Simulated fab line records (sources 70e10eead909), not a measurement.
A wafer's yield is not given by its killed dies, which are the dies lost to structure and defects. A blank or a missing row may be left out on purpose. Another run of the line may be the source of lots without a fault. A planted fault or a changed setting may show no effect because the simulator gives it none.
Chamber matching :: flow nand_harc :: rie_diel-09 running NHARC_A_CONTACT_ETCH_88: 4 sister chambers
The step etches the open film in CF4, target depth 39 nm, time 65 s. 4 wafers are shown with their chamber, then 8 later ones without.

== WAFERS, EACH WITH ITS CHAMBER ==
wafer: L086.5
chamber: 1
drypump_motor_current_A (A): 5.7

wafer: L093.3
chamber: 2
drypump_motor_current_A (A): 6.2

wafer: L093.6
chamber: 0
drypump_motor_current_A (A): 4.8

wafer: L096.3
chamber: 3
drypump_motor_current_A (A): 6.4

== WAFERS WHOSE CHAMBER IS MISSING ==
wafer: L096.4
drypump_motor_current_A (A): 6.2

wafer: L096.5
drypump_motor_current_A (A): 6.4

wafer: L095.3
drypump_motor_current_A (A): 5.8

wafer: L095.4
drypump_motor_current_A (A): 6.3

wafer: L095.6
drypump_motor_current_A (A): 6.4

wafer: L097.3
drypump_motor_current_A (A): 6.2

wafer: L097.5
drypump_motor_current_A (A): 6.3

wafer: L097.6
drypump_motor_current_A (A): 4.8

== WHICH CHAMBER EACH WENT THROUGH ==
wafer: L096.4
from the rows above: 2
in truth: 2

wafer: L096.5
from the rows above: 3
in truth: 3

wafer: L095.3
from the rows above: 1
in truth: 1

wafer: L095.4
from the rows above: can't be placed: 2 or 3
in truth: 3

wafer: L095.6
from the rows above: 3
in truth: 3

wafer: L097.3
from the rows above: 2
in truth: 2

wafer: L097.5
from the rows above: can't be placed: 2 or 3
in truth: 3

wafer: L097.6
from the rows above: 0
in truth: 0
6 of 8 placed correctly. Unplaceable from these rows: 2, with the true chamber sitting among the candidates in 2. Placed wrongly: 0.
How it was worked out, from the rows above alone: a wafer's distance from a chamber is the root of the sum, over the readings, of the square of ((its reading less the chamber's mean) divided by the reading's scatter). The wafer belongs to the nearest chamber; if the next one is less than 2 further off, it can't be placed. Each chamber's mean is taken over the wafers shown for it. The scatter: with one shown wafer a chamber, the root of the mean of the squares of how far each hidden wafer lies from its nearest shown one.
